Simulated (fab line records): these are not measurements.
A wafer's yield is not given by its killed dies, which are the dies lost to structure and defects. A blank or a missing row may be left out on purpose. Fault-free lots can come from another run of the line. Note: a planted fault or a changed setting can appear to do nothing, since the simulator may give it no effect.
fab line records ; flow nand-harc
record: lots: 12; wafers: 36; last-day: 32
route steps=1302 shown A_CONTACT@1101 A_BLC@1121 END@1302
lots that met no fault: taken from a fault-free run of the same line
start-h: start of the lot's first displayed wafer, in hours after the record's first day ; wait-h: hours since the lot's step before ; " the same as in the row above ; L1.1+2: a row that stands for several wafers ; - either no value or no given start ; * or withheld: withheld ; < > ~ a bound
route shown NAME@n: NAME is a module with steps in the file, n the number in the route of the first one ; usual: average and standard deviation across the fault-free wafers ; same: alike in all rows ; chamber/n: place in a boat ; sites: the reading at each site ; _std_site: the standard deviation of these ; _edge_site: inner sites' mean taken away from outer sites' mean ; radius-mm: for every site, how far away it sits from the centre of the wafer ; mask NAME#n: copy n ; behind: tool/chamber where the wafer was last shaped ; hold: the reason the lot was held/the length of the hold in hours/how it ended ; device: transistor that didn't switch, given as n, p or np ; end of line: the route-end tests of the same wafers ; for a step that has no rows: nothing shown but its recipe ; killed: not the wafer's yield, but the dies lost to structure and defects at the first sort ; map: a wafer's dies, x killed, . not, _ none there
set.NAME: setting as actually run; set.NAME@STEP: the setting as run at that earlier step ; model.NAME: the simulator's own value behind a step, which no gauge read
one table for each step of the route and one row for each wafer, over a sample of lots
services: when a tool's chamber went out of use (start-h, in hours from the record's first day, below 0 if earlier), for how many hours, and the reason
== steps ==
step: NHARC_A_CONTACT_ALD_18
recipe: target-thk-a: 30; pulse-time-s: 1; ald-cycles: 150; temp-c: 450; material: TiN
usual: heater-power-w: 1040/68; precursor-pulse-height-rel: 1.001/0.02; susceptor-temp-C: 450.01/0.24
lot.wafer;tool;chamber;start-h;wait-h;heater-power-w;precursor-pulse-height-rel;susceptor-temp-C
L300.2;ald-metal-02;0;518.56;-;954;1.016;449.73
L300.1;ald-metal-02;2;518.56;-;1073;1.023;450.05
L300.6;ald-metal-02;1;518.56;-;1037;1.037;450.09
L302.1;ald-metal-04;0;534.07;-;1031;0.989;450.25
L302.4;ald-metal-04;2;534.07;-;1122;1.010;449.64
L302.5;ald-metal-04;0;534.07;-;1022;1.025;450.16
L301.4;ald-metal-04;3;539.16;-;1077;0.958;449.62
L301.1;ald-metal-04;1;539.16;-;1049;1.013;450.17
L301.5;ald-metal-04;3;539.16;-;1068;1.031;449.91
L303.4;ald-metal-02;0;539.99;-;976;1.012;-
L303.2;ald-metal-02;3;539.99;-;1141;0.991;-
L303.5;ald-metal-02;1;539.99;-;1006;1.004;-
L306.2;ald-metal-03;2;584.45;-;1052;1.036;450.09
L306.1;ald-metal-03;0;584.45;-;1106;1.014;450.02
L306.6;ald-metal-03;3;584.45;-;941;0.995;450.00
L309.3;ald-metal-02;3;604.23;-;1100;0.977;449.51
L309.4;ald-metal-02;1;604.23;-;1043;0.977;449.68
L309.6;ald-metal-02;0;604.23;-;956;1.012;449.82
L316.2;ald-metal-03;1;669.67;-;1022;0.989;449.96
L316.4;ald-metal-03;3;669.67;-;932;1.020;449.98
L316.5;ald-metal-03;2;669.67;-;1057;1.024;449.50
L319.1;ald-metal-02;3;694.83;-;1040;0.976;449.75
L319.2;ald-metal-02;0;694.83;-;931;1.028;449.75
L319.5;ald-metal-02;3;694.83;-;1062;0.997;449.87
L318.2;ald-metal-04;0;695.79;-;937;0.959;449.96
L318.4;ald-metal-04;1;695.79;-;1041;1.019;450.04
L318.6;ald-metal-04;2;695.79;-;1040;0.988;450.01
L321.2;ald-metal-02;2;712.87;-;1143;1.023;450.14
L321.1;ald-metal-02;1;712.87;-;985;0.988;450.01
L321.6;ald-metal-02;3;712.87;-;1055;0.997;450.09
L323.3;ald-metal-02;1;720.33;-;974;0.977;449.63
L323.1;ald-metal-02;2;720.33;-;1162;1.016;450.24
L323.5;ald-metal-02;0;720.33;-;948;0.965;450.32
L322.1;ald-metal-04;1;726.51;-;1041;1.005;450.23
L322.6;ald-metal-04;1;726.51;-;1045;0.985;450.14
L322.4;ald-metal-04;0;726.51;-;967;1.000;449.91
step: NHARC_A_BLC_ETCH_16
recipe: target-depth-a: 390; over-etch-frac: 0.3; time-s: 65; ion-energy-ev: 80; cf4-flow-sccm: 150; ar-flow-sccm: 0; rf-w: 300; bias-w: 100; chemistry: CF4
usual: drypump-motor-current-A: 6.0/0.43; oes-product-au: 0.999/0.015; rf-vpp-V: 151.4/1.2; run-length-s: 86.3/0.46; showerhead-plenum-p-Torr: 1.77/0.067; throttle-valve-pct: 13.284/0.0088
lot.wafer;tool;chamber;start-h;wait-h;drypump-motor-current-A;oes-product-au;rf-hours-counter-h;rf-vpp-V;run-length-s;showerhead-plenum-p-Torr;throttle-valve-pct
L300.1;rie-diel-11;3;520.83;0.1;6.2;0.992;6;151.4;87.0;1.85;13.281
L300.2;rie-diel-11;0;520.83;0.1;5.8;0.982;5;150.7;86.5;1.73;13.278
L300.6;rie-diel-11;0;520.83;0.1;5.8;0.984;-;151.7;86.0;1.73;13.285
L302.1;rie-diel-11;1;536.34;0.1;6.5;1.016;7;153.4;86.2;1.85;13.276
L302.4;rie-diel-11;0;536.34;0.1;5.8;0.976;6;151.3;86.4;1.73;13.278
L302.5;rie-diel-11;1;536.34;0.1;6.5;1.020;-;150.8;86.5;1.85;13.273
L301.4;rie-diel-11;1;541.44;0.1;6.4;1.015;7;153.2;85.8;1.85;13.283
L301.1;rie-diel-11;3;541.44;0.1;6.2;0.993;7;152.7;86.9;1.85;13.276
L301.5;rie-diel-11;1;541.44;0.1;6.5;1.017;-;152.6;86.0;1.85;13.277
L303.4;rie-diel-07;2;542.16;0.1;5.2;0.999;6;150.3;85.9;1.69;13.277
L303.2;rie-diel-07;0;542.16;0.1;6.6;0.999;3;151.1;86.6;1.68;13.279
L303.5;rie-diel-07;2;542.16;0.1;5.2;0.990;-;149.9;86.4;1.69;13.285
L306.2;rie-diel-11;0;586.61;0.1;5.8;0.985;10;151.9;86.7;1.73;13.283
L306.1;rie-diel-11;1;586.61;0.1;6.5;1.010;11;152.6;67.5;1.85;13.289
L306.6;rie-diel-11;2;586.61;0.1;6.0;1.005;-;152.7;67.0;1.79;13.278
L309.3;rie-diel-11;0;606.50;0.1;5.8;0.974;12;150.6;86.0;1.73;13.266
L309.4;rie-diel-11;1;606.50;0.1;6.4;1.007;12;153.2;86.1;1.85;13.269
L309.6;rie-diel-11;0;606.50;0.1;5.8;0.982;-;150.2;67.4;1.73;13.270
L316.4;rie-diel-07;2;671.94;0.1;5.2;0.977;1;150.9;85.6;1.69;13.283
L316.2;rie-diel-07;0;671.94;0.1;6.6;0.983;1;150.2;86.4;1.68;13.286
L316.5;rie-diel-07;2;671.94;0.1;5.2;0.963;-;150.5;86.2;1.69;13.275
L319.2;rie-diel-11;3;697.11;0.1;6.2;1.019;4;151.3;87.1;1.85;13.264
L319.1;rie-diel-11;1;697.11;0.1;6.5;1.015;5;151.6;86.0;1.85;13.284
L319.5;rie-diel-11;3;697.11;0.1;6.2;1.015;-;153.9;86.9;1.85;13.278
L318.2;rie-diel-06;3;698.07;0.1;6.2;1.007;2;151.3;86.2;1.70;13.278
L318.6;rie-diel-06;3;698.07;0.1;6.2;0.999;-;151.2;86.5;1.70;13.292
L318.4;rie-diel-06;0;698.07;0.1;6.1;0.997;-;147.9;86.8;1.70;13.281
L321.2;rie-diel-11;1;715.03;0.1;6.5;1.017;7;151.5;86.1;1.85;13.291
L321.1;rie-diel-11;3;715.03;0.1;6.2;1.017;6;152.0;87.2;1.84;13.295
L321.6;rie-diel-11;2;715.03;0.1;6.0;0.983;-;150.6;85.9;1.79;13.272
L323.3;rie-diel-07;2;722.58;0.1;5.2;0.967;5;151.1;85.6;1.69;13.281
L323.1;rie-diel-07;3;722.58;0.1;6.2;0.996;5;151.0;86.4;1.78;13.284
L323.5;rie-diel-07;0;722.58;0.1;6.6;0.999;-;149.7;86.7;1.68;13.298
L322.4;rie-diel-11;0;728.69;0.1;5.8;1.008;7;151.1;85.9;1.73;13.289
L322.1;rie-diel-11;3;728.69;0.1;6.2;1.020;7;151.9;87.5;1.84;13.287
L322.6;rie-diel-11;1;728.69;0.1;6.4;1.002;-;152.9;86.3;1.85;13.278
step: NHARC_A_BLC_CD_MEAS_19
usual: cd-nm: 100/3
lot.wafer;tool;chamber;start-h;wait-h;cd-nm
L300.1;cd-sem-01;-;521.70;-;100
L300.2;cd-sem-01;-;521.70;-;99
L300.6;cd-sem-01;-;521.70;-;95
L302.1;cd-sem-03;-;537.22;-;101
L302.4;cd-sem-03;-;537.22;-;101
L302.5;cd-sem-03;-;537.22;-;103
L301.1;cd-sem-03;-;542.32;-;103
L301.4;cd-sem-03;-;542.32;-;100
L301.5;cd-sem-03;-;542.32;-;99
L303.2;cd-sem-03;-;543.04;-;98
L303.4;cd-sem-03;-;543.04;-;100
L303.5;cd-sem-03;-;543.04;-;100
L306.1;cd-sem-03;-;587.49;-;99
L306.2;cd-sem-03;-;587.49;-;102
L306.6;cd-sem-03;-;587.49;-;105
L309.3;cd-sem-01;-;607.39;-;101
L309.4;cd-sem-01;-;607.39;-;102
L309.6;cd-sem-01;-;607.39;-;105
L316.2;cd-sem-03;-;672.83;-;99
L316.4;cd-sem-03;-;672.83;-;101
L316.5;cd-sem-03;-;672.83;-;96
L319.1;cd-sem-01;-;697.99;-;101
L319.2;cd-sem-01;-;697.99;-;110
L319.5;cd-sem-01;-;697.99;-;101
L318.2;cd-sem-01;-;699.12;-;100
L318.4;cd-sem-01;-;699.12;-;99
L318.6;cd-sem-01;-;699.12;-;99
L321.1;cd-sem-03;-;715.92;-;101
L321.2;cd-sem-03;-;715.92;-;103
L321.6;cd-sem-03;-;715.92;-;105
L323.1;cd-sem-03;-;723.45;-;98
L323.3;cd-sem-03;-;723.45;-;102
L323.5;cd-sem-03;-;723.45;-;97
L322.1;cd-sem-01;-;729.57;-;106
L322.4;cd-sem-01;-;729.57;-;98
L322.6;cd-sem-01;-;729.57;-;99
step: NHARC_A_BLC_DEGAS_30
recipe: temp-c: 300; time-s: 60
usual: heater-power-w: 487/52; susceptor-temp-C: 299.97/0.19
lot.wafer;tool;chamber;start-h;wait-h;heater-power-w;susceptor-temp-C
L300.2;pvd-sputter-03;-;522.30;-;521;300.10
L300.1;pvd-sputter-03;-;522.30;-;549;299.85
L300.6;pvd-sputter-03;-;522.30;-;527;299.94
L302.1;pvd-sputter-01;-;537.83;-;480;299.67
L302.4;pvd-sputter-01;-;537.83;-;443;300.10
L302.5;pvd-sputter-01;-;537.83;-;540;299.98
L301.4;pvd-sputter-01;-;542.92;-;480;299.63
L301.1;pvd-sputter-01;-;542.92;-;451;299.97
L301.5;pvd-sputter-01;-;542.92;-;458;300.01
L303.2;pvd-sputter-03;-;543.63;-;457;299.94
L303.4;pvd-sputter-03;-;543.63;-;543;299.77
L303.5;pvd-sputter-03;-;543.63;-;451;299.75
L306.1;pvd-sputter-02;-;588.09;-;594;-
L306.2;pvd-sputter-02;-;588.09;-;413;-
L306.6;pvd-sputter-02;-;588.09;-;480;-
L309.4;pvd-sputter-01;-;607.98;-;432;300.15
L309.3;pvd-sputter-01;-;607.98;-;460;299.91
L309.6;pvd-sputter-01;-;607.98;-;414;299.56
L316.4;pvd-sputter-03;-;673.43;-;505;299.83
L316.2;pvd-sputter-03;-;673.43;-;526;300.01
L316.5;pvd-sputter-03;-;673.43;-;539;300.05
L319.2;pvd-sputter-03;-;698.59;-;524;300.32
L319.1;pvd-sputter-03;-;698.59;-;441;300.25
L319.5;pvd-sputter-03;-;698.59;-;533;300.05
L318.4;pvd-sputter-02;-;699.72;-;417;-
L318.2;pvd-sputter-02;-;699.72;-;614;-
L318.6;pvd-sputter-02;-;699.72;-;422;-
L321.2;pvd-sputter-02;-;716.52;-;614;-
L321.1;pvd-sputter-02;-;716.52;-;415;-
L321.6;pvd-sputter-02;-;716.52;-;466;-
L323.1;pvd-sputter-01;-;724.06;-;538;300.06
L323.3;pvd-sputter-01;-;724.06;-;455;299.83
L323.5;pvd-sputter-01;-;724.06;-;513;299.95
L322.1;pvd-sputter-03;-;730.17;-;516;299.78
L322.4;pvd-sputter-03;-;730.17;-;466;299.83
L322.6;pvd-sputter-03;-;730.17;-;517;299.77
step: NHARC_END_SORT_01
recipe: temp-c: 25
usual: killed-at-array: 56/19; killed-at-other: 0.6/1; killed-at-periphery: 3.9/2.7; killed-dies: 61/19; killed-open: 3.3/1.9; killed-short: 2.4/1.7
same: gross-dies: 677
lot.wafer;tool;chamber;start-h;wait-h;killed-at-array;killed-at-other;killed-at-periphery;killed-dies;killed-open;killed-short
L306.1;prober-02;0;645.79;2.5;456;0;1;457;2;4
L306.2;prober-02;0;646.59;2.8;62;0;2;64;4;3
L306.6;prober-02;0;649.81;4.0;497;0;0;497;2;4
L309.3;prober-01;0;654.64;3.1;33;0;2;35;4;3
L309.4;prober-01;0;655.45;3.4;25;0;2;27;3;1
L309.6;prober-01;0;657.07;4.0;505;3;2;510;4;1
killed by level:class
L306.1 A_BLC:area-etch=405 A_SLIT:chamber-film-flake=24 A_CHANNEL_HOLE_D2:chamber-film-flake=13 A_STAIRCASE:chamber-film-flake=5 A_CHANNEL_HOLE_D1:chamber-film-flake=2 A_CONTACT:chamber-film-flake=2 P_STI:geometric-particle:short=1 A_ONON_D2:geometric-particle:short=1
L306.2 A_SLIT:chamber-film-flake=39 A_CHANNEL_HOLE_D2:chamber-film-flake=9 A_ONON_D2:geometric-particle:open=3 A_CONTACT:chamber-film-flake=3 A_SOURCE_PLATE:geometric-particle:short=1 A_CHANNEL_HOLE_D1:geometric-particle:open=1 A_ONON_D2:geometric-particle:short=1 A_CHANNEL_FILL_D2:geometric-particle:short=1
L306.6 A_BLC:area-etch=433 A_SLIT:chamber-film-flake=34 A_CHANNEL_HOLE_D2:chamber-film-flake=12 A_CHANNEL_HOLE_D1:chamber-film-flake=6 A_CONTACT:chamber-film-flake=5 A_M0:geometric-particle:open=2 A_SOURCE_PLATE:geometric-particle:short=1 A_ONON_D1:geometric-particle:short=1
L309.3 A_CHANNEL_HOLE_D2:chamber-film-flake=15 A_CHANNEL_HOLE_D1:chamber-film-flake=7 P_CONTACT:geometric-particle:open=2 A_CHANNEL_FILL_D2:chamber-film-flake=2 A_STAIRCASE:chamber-film-flake=2 A_CHANNEL_HOLE_D1:geometric-particle:open=1 A_CHANNEL_HOLE_D1:geometric-particle:short=1 A_CHANNEL_FILL_D1:geometric-particle:short=1
L309.4 A_CHANNEL_HOLE_D2:chamber-film-flake=11 A_CHANNEL_FILL_D2:chamber-film-flake=5 A_DECK1_JOINT:chamber-film-flake=3 P_M1:geometric-particle:open=1 A_CHANNEL_FILL_D2:geometric-particle:open=1 A_WL_FILL:geometric-particle:open=1 A_BLC:geometric-particle:short=1 P_ZERO_WELL:chamber-film-flake=1
L309.6 A_BLC:area-etch=473 A_CHANNEL_HOLE_D2:chamber-film-flake=16 A_CHANNEL_FILL_D2:chamber-film-flake=5 A_SLIT:chamber-film-flake=5 A_CHANNEL_HOLE_D1:chamber-film-flake=2 A_CONTACT:chamber-film-flake=2 THIN_TSV:chamber-film-flake=2 P_GATE:geometric-particle:open=1
== services ==
tool;chamber;start-h;hours;kind
ald-metal-02;0;496.51;3.3;repair
rie-diel-11;3;499.49;6.8;repair
rie-diel-07;0;500.99;6.0;repair
rie-diel-07;-;511.14;0.8;repair
rie-diel-11;-;525.59;0.2;repair
pvd-sputter-03;-;526.01;10.0;pm
rie-diel-07;-;572.43;1.2;repair
rie-diel-11;2;579.94;2.5;repair
pvd-sputter-01;-;582.00;10.0;pm
rie-diel-07;1;583.09;5.7;repair
ald-metal-04;2;595.82;20.0;repair
rie-diel-11;-;609.50;9.0;pm
ald-metal-02;-;610.00;10.0;pm
pvd-sputter-02;-;643.50;10.0;pm
rie-diel-07;-;648.20;9.0;pm
ald-metal-04;-;652.00;10.0;pm
rie-diel-11;0;659.02;10.2;repair
rie-diel-11;-;675.13;0.6;repair
pvd-sputter-03;-;691.78;1.4;repair
pvd-sputter-03;-;704.01;10.0;pm
ald-metal-04;0;716.35;1.7;repair
ald-metal-04;-;721.84;0.7;repair
ald-metal-04;3;724.68;4.0;repair
ald-metal-02;0;729.27;2.8;repair
== key ==
first-sign: step: NHARC_A_BLC_ETCH_16; reading: run-length-s; direction: down; sigmas: 41; usual: *; struck: *
effect: step: NHARC_END_SORT_01; reading: killed-at-array; direction: up; sigmas: 23; usual: 56; struck: 486
more-kills-born-at: NHARC_A_BLC_ETCH_16@rie-diel-11: 1311
met-at NHARC_A_BLC_ETCH_16
struck-lots L306,L309
struck-wafers L306.1,L306.6,L309.6
later-rows-left-out L306.1,L306.6,L309.6
tester-left-out L306,L309
not-acting-at NHARC_A_CONTACT_ALD_18,NHARC_A_BLC_CD_MEAS_19,NHARC_A_BLC_DEGAS_30
onset-between 541.44 586.61
fault: kind: process-parameter-drift; tool: rie-diel-11; chamber: -; onset-h: 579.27; steps: NHARC_A_BLC_ETCH_16; channel: time-s; offset: *; shape: step; end-h: 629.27; scope: struck-wafers-only; acts-in: *; stated: *
tester-left-out: of these lots the tester's yield and bins aren't shown, on N5 and GAA mostly nor the transistor test; their killed dies are dies lost to structure and defects alone, not to doping, threshold or leakage, so they don't give the yield
later-rows-left-out: the simulator's readings of these wafers behind a module that went badly wrong aren't trusted and aren't shown, but for the sort
